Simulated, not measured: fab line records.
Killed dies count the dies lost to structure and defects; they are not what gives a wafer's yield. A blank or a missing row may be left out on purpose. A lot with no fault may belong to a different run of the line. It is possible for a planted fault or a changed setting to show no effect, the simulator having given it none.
What tool caused it? + flow n5_finfet + 9 lots (27 wafers sampled), 1 step of a 1938-step route

== WHAT EACH GAUGE READ, for each wafer ==
N5_BEOL_M1_CD_MEAS_11: target cd 17.05 nm.
| lot  | measured     | on        | cd_nm (nm)        |
|------|--------------|-----------|-------------------|
| L778 | day 6 08:13  | cd_sem-02 | 16.83 17.07 16.78 |
| L781 | day 7 06:17  | cd_sem-01 | 16.48 16.91 16.66 |
| L783 | day 7 14:59  | cd_sem-03 | 16.98 16.86 16.56 |
| L785 | day 8 04:13  | cd_sem-03 | 17.17 17.39 17.18 |
| L786 | day 8 08:17  | cd_sem-03 | 16.88 17.22 16.71 |
| L788 | day 8 23:01  | cd_sem-03 | 16.83 17.14 16.59 |
| L798 | day 11 10:56 | cd_sem-03 | 17.07 16.93 16.63 |
| L799 | day 11 14:26 | cd_sem-03 | 16.89 16.83 16.97 |
| L800 | day 12 00:26 | cd_sem-01 | 16.92 17.46 17.04 |

== EACH LOT AND THE TOOL THAT RAN IT (in order: tool; ch and the chambers of the sampled wafers; start) ==
Record: no process step prior to these readings.

== THE ANSWER, worked out from the rows above alone ==
Rule: the lots themselves supply what counts as usual. The widest of any qualifying gaps counts: lots, ordered by their means at a reading, are off when they make up no more than a third of the lots, leave a main group of 4 or more, and stand apart from it by 3 or more times the standard deviation of that group's means. If all means in a main group match to the digits the tables above print for the reading, that group is not used. A lot without any number at a reading at which 4 lots or more have one is off too. Where the step has rows for the other lots, those lots are counted as sound.
Nothing can be told from this: no lot is off at any reading shown.

== WHAT HAD BEEN PUT IN BY THE SIMULATOR ==
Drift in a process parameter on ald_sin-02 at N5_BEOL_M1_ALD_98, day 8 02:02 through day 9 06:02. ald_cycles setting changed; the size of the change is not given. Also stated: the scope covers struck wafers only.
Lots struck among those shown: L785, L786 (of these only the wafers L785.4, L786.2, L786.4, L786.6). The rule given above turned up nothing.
